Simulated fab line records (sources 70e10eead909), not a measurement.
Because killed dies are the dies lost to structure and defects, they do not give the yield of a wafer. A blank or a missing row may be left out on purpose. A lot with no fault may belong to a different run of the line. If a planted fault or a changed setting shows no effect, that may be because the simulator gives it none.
Chamber matching / flow nandHarc / 3 sister chambers for NHARC_A_STAIRCASE_DEP_417 on pecvd-01
The step deposits Si3N4, target thk 60 nm. 6 wafers are shown with their chamber, then 8 later ones without.

== WAFERS PAIRED WITH THEIR CHAMBERS ==
wafer=L510.6; chamber=1; heaterPowerW (W)=852
wafer=L524.1; chamber=1; heaterPowerW (W)=857
wafer=L525.2; chamber=0; heaterPowerW (W)=721
wafer=L525.3; chamber=2; heaterPowerW (W)=763
wafer=L525.6; chamber=0; heaterPowerW (W)=759
wafer=L526.1; chamber=2; heaterPowerW (W)=719

== WAFERS WITH NO CHAMBER GIVEN ==
wafer=L526.3; heaterPowerW (W)=867
wafer=L526.5; heaterPowerW (W)=864
wafer=L528.1; heaterPowerW (W)=814
wafer=L528.2; heaterPowerW (W)=623
wafer=L528.4; heaterPowerW (W)=799
wafer=L532.3; heaterPowerW (W)=744
wafer=L532.4; heaterPowerW (W)=694
wafer=L532.6; heaterPowerW (W)=846

== WHICH CHAMBER EACH ONE RAN IN ==
wafer=L526.3; from the rows above=1; in truth=1
wafer=L526.5; from the rows above=1; in truth=1
wafer=L528.1; from the rows above=can't be placed: 1 or 2 or 0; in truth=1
wafer=L528.2; from the rows above=can't be placed: 0 or 2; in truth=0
wafer=L528.4; from the rows above=can't be placed: 1 or 2 or 0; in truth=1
wafer=L532.3; from the rows above=can't be placed: 2 or 0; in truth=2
wafer=L532.4; from the rows above=can't be placed: 0 or 2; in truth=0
wafer=L532.6; from the rows above=1; in truth=1
Placed correctly: 3 of 8. Can't be placed from these rows: 5 (the true chamber is among the candidates in 5). Placed wrongly: 0.
How it was worked out, from the rows above alone: a wafer's distance from a chamber is the root of the sum, over the readings, of the square of ((its reading less the chamber's mean) divided by the reading's scatter). If the next closest chamber is less than 2 further off than the closest, the wafer can't be placed; otherwise it belongs to the closest. The mean given for a chamber averages the wafers shown for that chamber. The scatter: take each reading less its chamber's mean, square it, sum over the shown wafers, divide by the number of wafers less the number of chambers, and take the root.
